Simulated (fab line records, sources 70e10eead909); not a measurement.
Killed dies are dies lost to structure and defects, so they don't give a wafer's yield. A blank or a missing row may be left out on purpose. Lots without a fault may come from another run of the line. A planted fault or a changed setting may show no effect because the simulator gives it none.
fab line records | flow nand_harc
record lots=24 wafers=72 last_day=33
route steps=1302 shown P_CONTACT@241 P_M0@282 P_M1@295 P_M2@338
lots that met no fault: from a run of the same line without faults
start_h: hours from the record's first day to the start of the lot's first wafer shown | wait_h: hours since the lot's step before | " the same as in the row above | L1.1+2: a row that stands for several wafers | - no value, or no start given | * or withheld: withheld | < > ~ a bound
route shown NAME@n: a module of which the file shows steps, and the number in the route of the first | usual: mean/standard deviation of fault-free wafers | same: alike in all rows | chamber/n: place in a boat | sites: the reading at each site | _std_site: their standard deviation | _edge_site: outer sites' mean less inner sites' | radius_mm: how far each site lies from the wafer's centre | mask NAME#n: copy n | behind: the tool/chamber that last shaped the wafer | hold: why the lot was held/for how many hours/how that ended | device: the transistor (n, p or np) that didn't switch | end of line: the same wafers' tests at the end of the route | a step without rows: its recipe alone | killed: dies lost to structure and defects at the first sort, not the wafer's yield | map: a wafer's dies, x killed, . not, _ none there
set.NAME: the setting as run; set.NAME@STEP: as run at that earlier step | model.NAME: the simulator's own value behind a step, which no gauge read
steps of the route over a sample of lots; a table a step, a row a wafer
services: from which hour (start_h, from the record's first day; less than 0 if before it) a tool's chamber was out of use, for how many hours, and why
## steps
# step NHARC_P_CONTACT_CD_MEAS_19
# usual cd_nm=89.7/1.5
# columns lot.wafer tool chamber start_h wait_h cd_nm
L074.2 cd_sem-01 - 122.71 - 88.7
L074.4 " - " " 88.2
L074.6 " - " " 90.1
L076.2 cd_sem-03 - 134.36 - 92.3
L076.3 " - " " 90.7
L076.5 " - " " 91.5
L075.2 cd_sem-03 - 134.84 - 87.8
L075.4 " - " " 89.2
L075.6 " - " " 91.1
L077.1 cd_sem-01 - 148.77 - 91.1
L077.3 " - " " 87.3
L077.4 " - " " 90.4
L078.1 cd_sem-03 - 162.81 - 89.9
L078.5 " - " " 89.3
L078.6 " - " " 88.8
L079.2 cd_sem-02 - 167.60 - 89.0
L079.5 " - " " 92.0
L079.6 " - " " 88.1
L081.1 cd_sem-01 - 183.59 - 88.7
L081.3 " - " " 87.5
L081.6 " - " " 89.9
L080.1 cd_sem-03 - 184.37 - 88.9
L080.2 " - " " 89.8
L080.3 " - " " 91.9
L082.2 cd_sem-02 - 205.50 - 89.8
L082.4 " - " " 91.2
L082.6 " - " " 91.9
L083.2 cd_sem-01 - 206.90 - 89.1
L083.4 " - " " 88.1
L083.5 " - " " 91.8
L084.1 cd_sem-03 - 222.23 - 89.8
L084.3 " - " " 92.2
L084.6 " - " " 90.1
L085.1 cd_sem-01 - 226.25 - 89.1
L085.2 " - " " 91.7
L085.6 " - " " 90.0
L086.4 cd_sem-02 - 236.76 - 91.4
L086.5 " - " " 93.1
L086.6 " - " " 91.9
L088.1 cd_sem-03 - 267.42 - 89.0
L088.3 " - " " 91.7
L088.5 " - " " 88.6
L087.3 cd_sem-02 - 268.02 - 88.9
L087.5 " - " " 89.1
L087.6 " - " " 91.0
L089.2 cd_sem-02 - 276.81 - 90.8
L089.4 " - " " 90.6
L089.6 " - " " 90.8
L090.1 cd_sem-01 - 282.16 - 90.3
L090.4 " - " " 90.5
L090.6 " - " " 89.3
L091.2 cd_sem-03 - 294.74 - 90.1
L091.5 " - " " 87.8
L091.6 " - " " 90.2
L092.1 cd_sem-02 - 299.64 - 90.4
L092.3 " - " " 88.5
L092.5 " - " " 89.2
L093.3 cd_sem-01 - 309.45 - 88.8
L093.4 " - " " 91.4
L093.5 " - " " 88.5
L094.3 cd_sem-01 - 321.76 - 89.4
L094.5 " - " " 86.9
L094.6 " - " " 90.2
L095.1 cd_sem-01 - 332.02 - 90.2
L095.2 " - " " 94.5
L095.6 " - " " 93.5
L096.2 cd_sem-01 - 341.21 - 90.2
L096.5 " - " " 88.8
L096.6 " - " " 91.2
L097.3 cd_sem-03 - 347.81 - 87.6
L097.4 " - " " 88.6
L097.6 " - " " 88.9
# step NHARC_P_CONTACT_CVD_23
# recipe target_thk_a=2000 temp_c=300 pressure_torr=40 wf6_flow_sccm=40 h2_flow_sccm=1600 ar_flow_sccm=1560 time_s=557 material=W
# usual heater_power_w=453/28 mfc_ar_sccm=1560/5.1 mfc_wf6_sccm=40.01/0.11 throttle_valve_pct=7.9/0.38
# columns lot.wafer tool chamber start_h wait_h heater_power_w mfc_ar_sccm mfc_wf6_sccm since_wet_clean_h throttle_valve_pct
L074.2 cvd_w-01 1 - - 481 1558 39.95 106 8.0
L074.4 " 0 " " 426 1563 40.09 - 7.7
L074.6 " 0 " " 425 1566 40.07 - 7.6
L076.2 cvd_w-02 0 - - 428 1565 39.88 35 8.4
L076.3 " 1 " " 475 1562 40.08 - 7.4
L076.5 " 1 " " 482 1558 39.93 - 7.8
L075.2 cvd_w-01 1 - - 465 1557 40.10 119 8.2
L075.4 " 1 " " 480 1561 40.09 - 7.8
L075.6 " 0 " " 420 1562 40.05 - 7.8
L077.1 cvd_w-01 0 - - 425 1550 40.01 133 7.7
L077.3 " 0 " " 425 1552 40.01 - 7.5
L077.4 " 1 " " 473 1563 40.04 - 8.2
L078.1 cvd_w-01 0 - - 437 1555 40.13 147 7.7
L078.6 " 1 " " 483 1555 40.04 - 7.7
L078.5 " 0 " " 427 1556 39.99 - 7.7
L079.2 cvd_w-01 1 - - 481 1563 39.96 151 8.1
L079.5 " 1 " " 467 1561 40.13 - 7.9
L079.6 " 0 " " 431 1562 39.91 - 7.7
L081.1 cvd_w-02 0 - - 443 1560 39.96 84 8.3
L081.3 " 1 " " 488 1559 39.95 - 7.5
L081.6 " 1 " " 485 1556 39.94 - 7.5
L080.1 cvd_w-02 1 - - 481 1555 39.81 85 7.6
L080.2 " 0 " " 425 1554 39.85 85 8.7
L080.3 " 0 " " 429 1561 40.12 - 8.1
L082.2 cvd_w-02 1 - - 478 1566 40.09 106 7.9
L082.4 " 0 " " 420 1563 39.92 - 8.5
L082.6 " 1 " " 480 1551 40.02 - 7.7
L083.2 cvd_w-02 0 - - 435 1562 39.93 107 8.7
L083.4 " 1 " " 479 1557 39.91 - 7.6
L083.5 " 0 " " 435 1573 40.07 - 8.3
L084.1 cvd_w-02 1 - - 486 1567 40.09 122 7.4
L084.3 " 0 " " 449 1565 39.97 - 8.1
L084.6 " 1 " " 494 1573 40.02 - 7.5
L085.1 cvd_w-02 0 - - 429 1563 39.98 126 8.2
L085.2 " 1 " " 482 1562 40.06 127 7.4
L085.6 " 1 " " 478 1559 40.14 - 7.8
L086.4 cvd_w-02 1 - - 487 1555 39.78 - 7.3
L086.5 " 1 " " 496 1559 39.89 - 7.5
L086.6 " 0 " " 439 1552 39.95 - 8.3
L088.1 cvd_w-02 0 - - 440 1558 40.04 168 8.2
L088.3 " 0 " " 440 1557 40.07 - 8.1
L088.5 " 1 " " 495 1560 40.16 - 7.8
L087.3 cvd_w-01 0 - - 410 1556 40.11 - 7.3
L087.6 " 0 " " 408 1558 40.08 - 7.2
L087.5 " 1 " " 470 1552 39.88 - 8.1
L089.2 cvd_w-01 1 - - 468 1561 40.03 79 8.1
L089.4 " 0 " " 421 1565 39.86 - 7.7
L089.6 " 1 " " 477 1565 40.21 - 8.3
L090.1 cvd_w-01 0 - - 417 1554 40.32 85 7.3
L090.4 " 0 " " 416 1553 40.04 - 7.4
L090.6 " 0 " " 417 1559 40.04 - 7.4
L091.2 cvd_w-01 0 - - 413 1561 40.13 97 7.6
L091.5 " 0 " " 420 1561 39.91 - 7.4
L091.6 " 1 " " 473 1559 40.14 - 8.2
L092.1 cvd_w-01 1 - - 470 1559 39.86 102 8.3
L092.3 " 0 " " 411 1560 39.90 - 7.4
L092.5 " 0 " " 412 1555 39.96 - 7.5
L093.3 cvd_w-02 0 - - 441 1557 40.05 - 8.0
L093.4 " 1 " " 471 1553 40.05 - 7.6
L093.5 " 0 " " 437 1553 40.12 - 8.1
L094.3 cvd_w-01 1 - - 474 1558 39.99 - 8.3
L094.5 " 1 " " 470 1562 40.13 - 8.1
L094.6 " 0 " " 421 1555 39.87 - 7.2
L095.1 cvd_w-02 0 - - 432 1561 40.06 51 8.3
L095.2 " 1 " " 473 1556 40.09 51 7.5
L095.6 " 0 " " 424 1557 39.85 - 8.5
L096.2 cvd_w-01 1 - - 482 1563 40.03 144 8.0
L096.6 " 1 " " 492 1573 40.03 - 8.2
L096.5 " 0 " " 421 1564 40.01 - 7.8
L097.3 cvd_w-02 1 - - 473 1573 40.06 - 7.3
L097.4 " 0 " " 437 1553 39.92 - 8.3
L097.6 " 0 " " 427 1563 39.77 - 8.5
# step NHARC_P_M0_INSPECT_27
# usual raw_defect_count=291/100
# columns lot.wafer tool chamber start_h wait_h raw_defect_count
L074.2 defect_inspect-02 - 128.35 0.0 381
L074.4 " - " " 208
L074.6 " - " " 244
L076.2 defect_inspect-02 - 140.19 0.0 315
L076.3 " - " " 249
L076.5 " - " " 376
L075.2 defect_inspect-02 - 140.87 0.0 250
L075.4 " - " " 243
L075.6 " - " " 201
L077.1 defect_inspect-01 - 154.43 0.0 286
L077.3 " - " " 241
L077.4 " - " " 281
L078.1 defect_inspect-01 - 168.56 0.0 230
L078.5 " - " " 322
L078.6 " - " " 224
L079.2 defect_inspect-01 - 173.44 0.0 383
L079.5 " - " " 358
L079.6 " - " " 267
L081.1 defect_inspect-02 - 189.39 0.0 223
L081.3 " - " " 252
L081.6 " - " " 155
L080.1 defect_inspect-02 - 190.15 0.0 216
L080.2 " - " " 166
L080.3 " - " " 168
L082.2 defect_inspect-02 - 211.16 0.0 448
L082.4 " - " " 269
L082.6 " - " " 474
L083.2 defect_inspect-01 - 212.58 0.0 218
L083.4 " - " " 360
L083.5 " - " " 274
L084.1 defect_inspect-01 - 227.92 0.0 352
L084.3 " - " " 285
L084.6 " - " " 220
L085.1 defect_inspect-02 - 231.88 0.0 144
L085.2 " - " " 204
L085.6 " - " " 152
L086.4 defect_inspect-02 - 242.53 0.0 427
L086.5 " - " " 284
L086.6 " - " " 205
L088.1 defect_inspect-02 - 273.18 0.0 518
L088.3 " - " " 822
L088.5 " - " " 343
L087.3 defect_inspect-01 - 274.38 0.0 159
L087.5 " - " " 310
L087.6 " - " " 249
L089.2 defect_inspect-01 - 282.61 0.0 318
L089.4 " - " " 284
L089.6 " - " " 304
L090.1 defect_inspect-01 - 287.94 0.0 224
L090.4 " - " " 113
L090.6 " - " " 308
L091.2 defect_inspect-02 - 300.52 0.0 316
L091.5 " - " " 252
L091.6 " - " " 317
L092.1 defect_inspect-01 - 305.49 0.0 169
L092.3 " - " " 252
L092.5 " - " " 163
L093.3 defect_inspect-02 - 315.25 0.0 374
L093.4 " - " " 266
L093.5 " - " " 234
L094.3 defect_inspect-02 - 327.52 0.0 236
L094.5 " - " " 300
L094.6 " - " " 268
L095.1 defect_inspect-02 - 337.79 0.0 586
L095.2 " - " " 261
L095.6 " - " " 297
L096.2 defect_inspect-01 - 346.99 0.0 313
L096.5 " - " " 357
L096.6 " - " " 281
L097.3 defect_inspect-01 - 353.81 0.0 357
L097.4 " - " " 464
L097.6 " - " " 352
# step NHARC_P_M1_CD_MEAS_09
# recipe target_cd_nm=130 landing_energy_ev=500
# usual cd_nm=129.8/0.56
# columns lot.wafer tool chamber start_h wait_h cd_nm
L074.2 cd_sem-02 0 129.72 - 130.0
L074.4 " 0 " " 130.2
L074.6 " 0 " " 130.4
L076.2 cd_sem-02 0 141.47 - 129.8
L076.3 " 0 " " 130.1
L076.5 " 0 " " 129.8
L075.2 cd_sem-02 0 142.24 - 129.0
L075.4 " 0 " " 129.3
L075.6 " 0 " " 129.6
L077.1 cd_sem-02 0 155.82 - 129.3
L077.3 " 0 " " 128.5
L077.4 " 0 " " 129.2
L078.1 cd_sem-03 0 169.82 - 129.9
L078.5 " 0 " " 130.4
L078.6 " 0 " " 129.8
L079.2 cd_sem-02 0 174.72 - 130.6
L079.5 " 0 " " 130.0
L079.6 " 0 " " 130.4
L081.1 cd_sem-03 0 190.76 - 130.5
L081.3 " 0 " " 130.7
L081.6 " 0 " " 130.7
L080.1 cd_sem-02 0 191.64 - 130.5
L080.2 " 0 " " 130.3
L080.3 " 0 " " 130.1
L082.2 cd_sem-02 0 212.43 - 129.3
L082.4 " 0 " " 129.3
L082.6 " 0 " " 129.9
L083.2 cd_sem-02 0 213.98 - 130.5
L083.4 " 0 " " 130.1
L083.5 " 0 " " 131.1
L084.1 cd_sem-01 0 229.32 - 130.5
L084.3 " 0 " " 129.7
L084.6 " 0 " " 130.2
L085.1 cd_sem-01 0 233.27 - 129.3
L085.2 " 0 " " 130.2
L085.6 " 0 " " 129.3
L086.4 cd_sem-01 0 243.93 - 129.5
L086.5 " 0 " " 129.4
L086.6 " 0 " " 129.5
L088.1 cd_sem-03 0 274.77 - 129.9
L088.3 " 0 " " 129.1
L088.5 " 0 " " 130.2
L087.3 cd_sem-02 0 275.75 - 129.3
L087.5 " 0 " " 129.3
L087.6 " 0 " " 128.9
L089.2 cd_sem-02 0 284.01 - 129.6
L089.4 " 0 " " 130.1
L089.6 " 0 " " 129.6
L090.1 cd_sem-03 0 289.31 - 130.5
L090.4 " 0 " " 130.8
L090.6 " 0 " " 131.1
L091.2 cd_sem-01 0 301.82 - 129.1
L091.5 " 0 " " 129.7
L091.6 " 0 " " 129.5
L092.1 cd_sem-01 0 306.88 - 129.4
L092.3 " 0 " " 129.2
L092.5 " 0 " " 129.7
L093.3 cd_sem-01 0 316.65 - 130.3
L093.4 " 0 " " 130.4
L093.5 " 0 " " 130.1
L094.3 cd_sem-02 0 328.92 - 130.4
L094.5 " 0 " " 130.4
L094.6 " 0 " " 130.2
L095.1 cd_sem-03 0 339.37 - 129.6
L095.2 " 0 " " 129.8
L095.6 " 0 " " 128.7
L096.2 cd_sem-01 0 348.55 - 129.9
L096.5 " 0 " " 129.9
L096.6 " 0 " " 129.5
L097.3 cd_sem-02 0 355.20 - 129.4
L097.4 " 0 " " 129.7
L097.6 " 0 " " 130.2
# step NHARC_P_M2_DEGAS_29
# recipe temp_c=250 time_s=60
# usual heater_power_w=330/29
# columns lot.wafer tool chamber start_h wait_h heater_power_w
L074.4 pvd_sputter-03 - 134.95 - 354
L074.2 " - " " 353
L074.6 " - " " 271
L076.3 pvd_sputter-01 - 146.71 - 325
L076.2 " - " " 336
L076.5 " - " " 312
L075.2 pvd_sputter-03 - 147.48 - 267
L075.4 " - " " 350
L075.6 " - " " 278
L077.4 pvd_sputter-02 - 161.21 - 262
L077.3 " - " " 316
L077.1 " - " " 341
L078.1 pvd_sputter-01 - 175.29 - 314
L078.5 " - " " 351
L078.6 " - " " 349
L079.2 pvd_sputter-02 - 180.23 - 319
L079.5 " - " " 320
L079.6 " - " " 334
L081.3 pvd_sputter-01 - 196.14 - 313
L081.1 " - " " 353
L081.6 " - " " 308
L080.1 pvd_sputter-03 - 197.01 - 339
L080.2 " - " " 355
L080.3 " - " " 353
L082.4 pvd_sputter-03 - 217.67 - 344
L082.2 " - " " 278
L082.6 " - " " 349
L083.4 pvd_sputter-02 - 219.35 - 351
L083.2 " - " " 335
L083.5 " - " " 257
L084.3 pvd_sputter-02 - 234.62 - 319
L084.1 " - " " 365
L084.6 " - " " 318
L085.2 pvd_sputter-01 - 238.56 - 322
L085.1 " - " " 354
L085.6 " - " " 355
L086.4 pvd_sputter-03 - 249.37 - 278
L086.5 " - " " 279
L086.6 " - " " 354
L088.3 pvd_sputter-02 - 280.51 - 337
L088.1 " - " " 352
L088.5 " - " " 311
L087.3 pvd_sputter-03 - 281.22 - 338
L087.5 " - " " 361
L087.6 " - " " 349
L089.4 pvd_sputter-01 - 289.42 - 351
L089.2 " - " " 343
L089.6 " - " " 323
L090.1 pvd_sputter-03 - 294.69 - 361
L090.4 " - " " 343
L090.6 " - " " 280
L091.2 pvd_sputter-03 - 307.19 - 280
L091.5 " - " " 359
L091.6 " - " " 344
L092.1 pvd_sputter-01 - 312.11 - 318
L092.3 " - " " 329
L092.5 " - " " 356
L093.4 pvd_sputter-01 - 322.17 - 354
L093.3 " - " " 317
L093.5 " - " " 323
L094.3 pvd_sputter-01 - 334.28 - 341
L094.5 " - " " 352
L094.6 " - " " 349
L095.2 pvd_sputter-01 - 344.84 - 353
L095.1 " - " " 335
L095.6 " - " " 341
L096.2 pvd_sputter-01 - 353.80 - 352
L096.5 " - " " 340
L096.6 " - " " 355
L097.4 pvd_sputter-01 - 360.59 - 350
L097.3 " - " " 354
L097.6 " - " " 345
# step NHARC_P_M2_CMP_23
# recipe t_overpolish_s=20 target_thk_nm=144.3
# usual motor_current_A=12.6/1.2 time_to_endpoint_s=30/3.2
# columns lot.wafer tool chamber start_h wait_h motor_current_A time_to_endpoint_s
L074.4 cmp-02 1 136.03 - 14.2 32
L074.2 " 2 " " 10.6 32
L074.6 " 2 " " 11.7 33
L076.3 cmp-02 1 147.84 - 14.2 32
L076.2 " 2 " " 10.9 33
L076.5 " 3 " " 13.5 31
L075.4 cmp-04 1 148.61 - 12.4 30
L075.2 " 2 " " 12.5 26
L075.6 " 0 " " 11.7 32
L077.1 cmp-04 3 162.29 - 11.4 24
L077.4 " 0 " " 11.7 32
L077.3 " 2 " " 12.9 28
L078.1 cmp-02 2 176.39 - 11.0 35
L078.5 " 1 " " 13.9 33
L078.6 " 2 " " 11.2 33
L079.2 cmp-04 0 181.37 - 10.5 35
L079.6 " 2 " " 12.4 29
L079.5 " 3 " " 11.7 26
L081.1 cmp-02 1 197.28 - 14.5 32
L081.3 " 2 " " 10.7 33
L081.6 " 3 " " 13.2 33
L080.3 cmp-04 0 198.10 - 11.4 34
L080.1 " 1 " " 13.7 30
L080.2 " 2 " " 12.8 26
L082.4 cmp-01 1 218.74 - 12.3 29
L082.2 " 2 " " 13.6 34
L082.6 " 2 " " 13.2 30
L083.4 cmp-01 1 220.46 - 12.3 29
L083.2 " 3 " " 12.2 31
L083.5 " 0 " " 15.1 27
L084.3 cmp-04 2 235.77 - 12.5 26
L084.1 " 0 " " 11.8 29
L084.6 " 2 " " 12.1 26
L085.1 cmp-04 2 239.64 - 11.5 26
L085.2 " 1 " " 13.6 31
L085.6 " 3 " " 11.2 25
L086.4 cmp-04 3 250.96 - 11.8 25
L086.5 " 2 " " 12.0 28
L086.6 " 3 " " 11.6 24
L088.3 cmp-04 3 281.65 - 11.2 27
L088.1 " 0 " " 11.7 38
L088.5 " 1 " " 12.3 37
L087.3 cmp-02 1 282.37 - 13.2 29
L087.5 " 3 " " 14.0 28
L087.6 " 0 " " 12.8 33
L089.4 cmp-04 1 290.54 - 12.9 31
L089.2 " 2 " " 12.0 26
L089.6 " 1 " " 12.7 34
L090.1 cmp-02 3 295.80 - 13.4 29
L090.4 " 1 " " 14.1 30
L090.6 " 3 " " 13.9 31
L091.2 cmp-02 1 308.32 - 12.9 32
L091.5 " 3 " " 13.8 33
L091.6 " 0 " " 12.0 35
L092.3 cmp-01 3 313.19 - 12.0 32
L092.1 " 2 " " 13.2 31
L092.5 " 0 " " 15.7 23
L093.3 cmp-01 0 323.24 - 15.1 25
L093.4 " 2 " " 13.6 31
L093.5 " 1 " " 12.2 26
L094.3 cmp-01 0 335.45 - 15.2 24
L094.6 " 1 " " 12.1 30
L094.5 " 2 " " 13.0 32
L095.1 cmp-02 1 345.92 - 14.2 32
L095.2 " 0 " " 12.0 34
L095.6 " 1 " " 14.2 33
L096.2 cmp-04 1 355.00 - 13.3 33
L096.5 " 2 " " 12.5 26
L096.6 " 3 " " 11.6 25
L097.3 cmp-01 1 361.67 - 13.1 29
L097.4 " 0 " " 14.9 29
L097.6 " 2 " " 14.2 32
## services
# columns tool chamber start_h hours kind
cmp-02 - 104.72 2.2 repair
cmp-04 - 109.66 1.8 repair
cmp-04 - 111.47 4.0 pm
pvd_sputter-03 - 113.37 1.7 repair
cmp-02 - 136.21 4.0 pm
cvd_w-02 0 148.58 2.7 repair
cmp-02 - 153.52 0.8 repair
pvd_sputter-03 - 159.58 1.4 repair
cvd_w-02 0 166.78 1.3 repair
pvd_sputter-03 - 168.24 3.4 repair
cvd_w-01 - 185.60 13.0 pm
cmp-04 - 209.47 4.0 pm
cvd_w-01 1 214.30 4.7 repair
cmp-02 - 216.66 0.6 repair
cvd_w-01 0 224.06 11.7 repair
pvd_sputter-01 - 226.00 10.0 pm
cmp-02 - 230.80 1.7 repair
cmp-02 - 234.21 4.0 pm
cvd_w-01 - 243.96 1.4 repair
cvd_w-02 0 256.13 4.9 repair
cvd_w-02 - 269.11 13.0 pm
cmp-04 - 307.47 4.0 pm
cvd_w-02 0 326.35 3.7 repair
cmp-04 - 332.34 18.0 repair
## key
fault none
